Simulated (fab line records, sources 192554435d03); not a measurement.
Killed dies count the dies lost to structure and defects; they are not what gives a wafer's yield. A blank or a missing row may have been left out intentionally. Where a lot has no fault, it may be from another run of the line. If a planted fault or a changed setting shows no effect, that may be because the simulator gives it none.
Lot-split experiment || flow n5Finfet || route with 1938 steps; 7 lots, 21 wafers read

SPLIT DETAILS
At N5_FIN_SAQP_EXPOSE_13 (exposes mask FIN CORE, target cd 35.6 nm), the setting doseMj was moved away from the recipe's 63.25 on 7 of the 21 wafers read, by -7.0% to +3.4%. The other wafers ran this setting at the recipe's value.

FROM THE SPLIT TO THE READING: what the file shows between them, 2 steps
- N5_FIN_SAQP_PEB_14: peb time 60 s
- N5_FIN_SAQP_DEVELOP_15: develop time 30 s

THE READING
cdNm at N5_FIN_SAQP_CD_MEAS_16, given in nm (cd target 35.6 nm). On this fab line, fault-free wafers typically give 35.4 nm with a standard deviation of 0.33 nm.

{"wafer": "L078.1", "tool, chamber at the split": "arfiScanner-03, 0", "doseMj as run": 63.25, "against the recipe": "recipe", "cdNm, nm": 35.9, "against lot-mates on the recipe": "-"}
{"wafer": "L078.4", "tool, chamber at the split": "arfiScanner-03, 0", "doseMj as run": 63.25, "against the recipe": "recipe", "cdNm, nm": 35.8, "against lot-mates on the recipe": "-"}
{"wafer": "L078.6", "tool, chamber at the split": "arfiScanner-03, 0", "doseMj as run": 63.25, "against the recipe": "recipe", "cdNm, nm": 36.1, "against lot-mates on the recipe": "-"}
{"wafer": "L083.1", "tool, chamber at the split": "arfiScanner-01, 0", "doseMj as run": 63.25, "against the recipe": "recipe", "cdNm, nm": 35.6, "against lot-mates on the recipe": "-"}
{"wafer": "L083.2", "tool, chamber at the split": "arfiScanner-01, 0", "doseMj as run": 63.25, "against the recipe": "recipe", "cdNm, nm": 34.7, "against lot-mates on the recipe": "-"}
{"wafer": "L083.4", "tool, chamber at the split": "arfiScanner-01, 0", "doseMj as run": 58.84, "against the recipe": "-7.0%", "cdNm, nm": 37.6, "against lot-mates on the recipe": "+2.4"}
{"wafer": "L089.3", "tool, chamber at the split": "arfiScanner-01, 0", "doseMj as run": 63.25, "against the recipe": "recipe", "cdNm, nm": 35.0, "against lot-mates on the recipe": "-"}
{"wafer": "L089.4", "tool, chamber at the split": "arfiScanner-01, 0", "doseMj as run": 63.25, "against the recipe": "recipe", "cdNm, nm": 35.2, "against lot-mates on the recipe": "-"}
{"wafer": "L089.6", "tool, chamber at the split": "arfiScanner-01, 0", "doseMj as run": 63.25, "against the recipe": "recipe", "cdNm, nm": 35.2, "against lot-mates on the recipe": "-"}
{"wafer": "L090.1", "tool, chamber at the split": "arfiScanner-03, 0", "doseMj as run": 63.25, "against the recipe": "recipe", "cdNm, nm": 34.7, "against lot-mates on the recipe": "-"}
{"wafer": "L090.2", "tool, chamber at the split": "arfiScanner-03, 0", "doseMj as run": 59.27, "against the recipe": "-6.3%", "cdNm, nm": 37.1, "against lot-mates on the recipe": "+2.4"}
{"wafer": "L090.5", "tool, chamber at the split": "arfiScanner-03, 0", "doseMj as run": 59.27, "against the recipe": "-6.3%", "cdNm, nm": 37.1, "against lot-mates on the recipe": "+2.4"}
{"wafer": "L092.2", "tool, chamber at the split": "arfiScanner-01, 0", "doseMj as run": 65.37, "against the recipe": "+3.4%", "cdNm, nm": 34.5, "against lot-mates on the recipe": -0.6}
{"wafer": "L092.5", "tool, chamber at the split": "arfiScanner-01, 0", "doseMj as run": 65.37, "against the recipe": "+3.4%", "cdNm, nm": 34.5, "against lot-mates on the recipe": -0.6}
{"wafer": "L092.6", "tool, chamber at the split": "arfiScanner-01, 0", "doseMj as run": 63.25, "against the recipe": "recipe", "cdNm, nm": 35.1, "against lot-mates on the recipe": "-"}
{"wafer": "L096.3", "tool, chamber at the split": "arfiScanner-03, 0", "doseMj as run": 63.25, "against the recipe": "recipe", "cdNm, nm": 35.9, "against lot-mates on the recipe": "-"}
{"wafer": "L096.4", "tool, chamber at the split": "arfiScanner-03, 0", "doseMj as run": 63.25, "against the recipe": "recipe", "cdNm, nm": 35.0, "against lot-mates on the recipe": "-"}
{"wafer": "L096.6", "tool, chamber at the split": "arfiScanner-03, 0", "doseMj as run": 63.25, "against the recipe": "recipe", "cdNm, nm": 35.1, "against lot-mates on the recipe": "-"}
{"wafer": "L097.2", "tool, chamber at the split": "arfiScanner-02, 0", "doseMj as run": 65.23, "against the recipe": "+3.1%", "cdNm, nm": 34.8, "against lot-mates on the recipe": -0.5}
{"wafer": "L097.3", "tool, chamber at the split": "arfiScanner-02, 0", "doseMj as run": 65.23, "against the recipe": "+3.1%", "cdNm, nm": 33.9, "against lot-mates on the recipe": -1.4}
{"wafer": "L097.4", "tool, chamber at the split": "arfiScanner-02, 0", "doseMj as run": 63.25, "against the recipe": "recipe", "cdNm, nm": 35.3, "against lot-mates on the recipe": "-"}

THE FIT
A straight line over all 21 wafers: cdNm changes by -0.293 nm for each +1% of doseMj; r = -0.90; the points scatter about the line by 0.41 nm.
The same after taking each lot's own level away (the mean of its wafers on the recipe; 21 wafers): -0.333 nm for each +1%; r = -0.95; scatter 0.32 nm.
That fit puts the effect of the largest move of doseMj on the reading at 2.3 nm.
Across the lots, their own levels run from 34.70 to 35.93 nm, a range of 3.7 times the standard deviation given above.
Thus the slope moves with the lot-to-lot level: the two fits are different.
Check: +2.4 nm against its lot-mates is what the line predicts for one of the wafers moved furthest among these (-7.0%) when that wafer is left out of the fit. Against them it came out at +2.45 nm.

THESE WAFERS: OTHER SPLITS
Other splits were also applied to these wafers ahead of the reading. Each is held against what the fit with the lots' levels taken away leaves over:
{"other split on the same wafers": "N5_WELL_APT_PEB_06 pebTimeS", "wafers away from the commonest value": 7, "r with cdNm (lot level and that fit taken away)": -0.09}
{"other split on the same wafers": "N5_WELL_APT_DESCUM_13 timeS", "wafers away from the commonest value": 5, "r with cdNm (lot level and that fit taken away)": -0.18}
{"other split on the same wafers": "N5_FIN_SAQP_ALD_61 aldCycles", "wafers away from the commonest value": 10, "r with cdNm (lot level and that fit taken away)": -0.27}
{"other split on the same wafers": "N5_FIN_SAQP_HM_DEP_03 timeS", "wafers away from the commonest value": 4, "r with cdNm (lot level and that fit taken away)": "+0.14"}

THE FILE'S OWN FIT
cdNm changes by -0.34 nm for each +1% of doseMj, r = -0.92.
